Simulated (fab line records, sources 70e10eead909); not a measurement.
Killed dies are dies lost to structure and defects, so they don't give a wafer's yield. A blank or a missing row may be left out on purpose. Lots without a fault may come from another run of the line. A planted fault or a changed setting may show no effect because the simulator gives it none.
Chamber matching | flow nand_harc | NHARC_A_STAIRCASE_STRIP_476 on rie_diel-07: 4 sister chambers
The step strips in O2, time 20 s. 14 wafers are shown with their chamber, then 7 later ones without.

WAFERS WITH THEIR CHAMBER
wafer  | chamber | showerhead_plenum_p_Torr (Torr) | drypump_motor_current_A (A) | oes_product_au (a.u.)
L077.1 | 0       | 3.63                            | 5.18                        | 1.015
L077.4 | 3       | 3.75                            | 5.43                        | 0.985
L077.5 | 1       | 3.76                            | 5.88                        | 1.012
L079.4 | 2       | 3.40                            | 5.18                        | 0.997
L079.5 | 2       | 3.40                            | 5.16                        | 0.986
L079.6 | 1       | 3.75                            | 5.89                        | 1.004
L082.1 | 0       | 3.62                            | 5.22                        | 1.010
L082.2 | 1       | 3.75                            | 5.82                        | 1.000
L082.3 | 2       | 3.39                            | 5.19                        | 1.004
L084.1 | 0       | 3.62                            | 5.19                        | 1.001
L084.2 | 2       | 3.39                            | 5.15                        | 1.004
L084.5 | 2       | 3.39                            | 5.15                        | 1.002
L090.3 | 3       | 3.73                            | 5.41                        | 0.989
L090.4 | 2       | 3.38                            | 5.16                        | 0.989

SIGNATURES (means of the wafers above)
reading                  | chamber 0 | chamber 1 | chamber 2 | chamber 3 | scatter within a chamber
showerhead_plenum_p_Torr | 3.6233    | 3.7533    | 3.3917    | 3.7400    | 0.00785
drypump_motor_current_A  | 5.1967    | 5.8633    | 5.1650    | 5.4200    | 0.023
oes_product_au           | 1.00867   | 1.00533   | 0.99700   | 0.98700   | 0.00701
Rule: a wafer's distance from a chamber is the root of the sum, over the readings, of the square of ((its reading less the chamber's mean) divided by the reading's scatter). The wafer belongs to the nearest chamber; if the next one is less than 2 further off, it can't be placed. The scatter: the root of (the sum of the squares of (reading less its chamber's mean) over the shown wafers, divided by (wafers less chambers)).

WAFERS WITHOUT THEIR CHAMBER
wafer  | showerhead_plenum_p_Torr (Torr) | drypump_motor_current_A (A) | oes_product_au (a.u.)
L090.5 | 3.61                            | 5.19                        | 1.001
L093.1 | 3.37                            | 5.12                        | 0.997
L093.4 | 3.72                            | 5.40                        | 0.985
L093.5 | 3.73                            | 5.82                        | 1.008
L097.1 | 3.72                            | 5.88                        | 1.020
L097.2 | 3.71                            | 5.41                        | 0.998
L097.6 | 3.60                            | 5.19                        | 1.011

WHICH CHAMBER EACH WENT THROUGH
wafer  | from the rows above | in truth
L090.5 | 0                   | 0
L093.1 | 2                   | 2
L093.4 | 3                   | 3
L093.5 | 1                   | 1
L097.1 | 1                   | 1
L097.2 | 3                   | 3
L097.6 | 0                   | 0
Placed correctly: 7 of 7. Can't be placed from these rows: 0. Placed wrongly: 0.
